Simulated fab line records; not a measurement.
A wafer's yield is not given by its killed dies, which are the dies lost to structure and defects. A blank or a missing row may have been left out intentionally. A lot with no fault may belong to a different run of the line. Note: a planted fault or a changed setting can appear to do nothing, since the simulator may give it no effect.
Which tool is to blame?	flow n5-finfet	11 lots, 33 wafers sampled, at 2 steps of a route of 1938

== WHAT THE GAUGES SHOWED, per wafer ==
N5_BEOL_M10_CD_MEAS_11: the cd target is 64.1 nm.
lot	measured	on	cd-nm (nm)
L666	day 10 14:03	cd-sem-01	63.3 64.3 63.8
L672	day 12 13:02	cd-sem-01	64.3 64.1 62.9
L674	day 13 02:11	cd-sem-03	63.7 63.3 64.1
L677	day 13 11:52	cd-sem-02	64.5 65.0 65.1
L675	day 13 12:02	cd-sem-02	64.2 64.5 64.3
L679	day 13 20:27	cd-sem-01	64.8 65.0 64.5
L680	day 13 22:55	cd-sem-01	64.7 64.1 63.9
L681	day 14 17:07	cd-sem-01	64.9 64.8 64.1
L683	day 15 00:11	cd-sem-02	64.4 63.9 63.5
L687	day 16 10:18	cd-sem-02	62.9 62.9 63.4
L686	day 16 10:28	cd-sem-01	62.8 63.2 63.1

== TOOL THAT RAN EACH LOT (tool first, then ch and the chambers of the sampled wafers, then the start) ==
lot	N5_BEOL_M9_CURE_72
L666	uv-cure-03 ch 1, day 10 09:17
L672	uv-cure-03 ch 1, day 12 07:50
L674	uv-cure-01 ch 0, day 12 20:32
L677	uv-cure-01 ch 1, day 13 05:14
L675	uv-cure-03 ch 1, day 13 05:37
L679	uv-cure-01 ch 2, day 13 14:16
L680	uv-cure-01 ch 0, day 13 18:08
L681	uv-cure-03 ch 2, day 14 11:23
L683	uv-cure-03 ch 2, day 14 19:49
L687	uv-cure-02 ch 2, day 16 04:04
L686	uv-cure-01 ch 0, day 16 04:32
- N5_BEOL_M9_CURE_72: cures SiCOH lowk, time 120 s.

== THE ANSWER, worked out from the rows above alone ==
Rule: usual is defined by the lots themselves. Put in order of their means at a reading, lots are off if they are a third of the lots or fewer, leave a main group of 4 or more, and stand apart from it by a gap of 3 or more times the standard deviation of the main group's means; of several such gaps the widest counts. Not used: any main group whose means are identical at the precision the tables above print for the reading. Also off: a lot with no number at a reading for which 4 or more lots have one. Where the step has rows for the other lots, those lots are counted as sound.
Across all readings shown, no lot is off: no conclusion can be drawn from this.

== WHAT HAD BEEN PUT IN BY THE SIMULATOR ==
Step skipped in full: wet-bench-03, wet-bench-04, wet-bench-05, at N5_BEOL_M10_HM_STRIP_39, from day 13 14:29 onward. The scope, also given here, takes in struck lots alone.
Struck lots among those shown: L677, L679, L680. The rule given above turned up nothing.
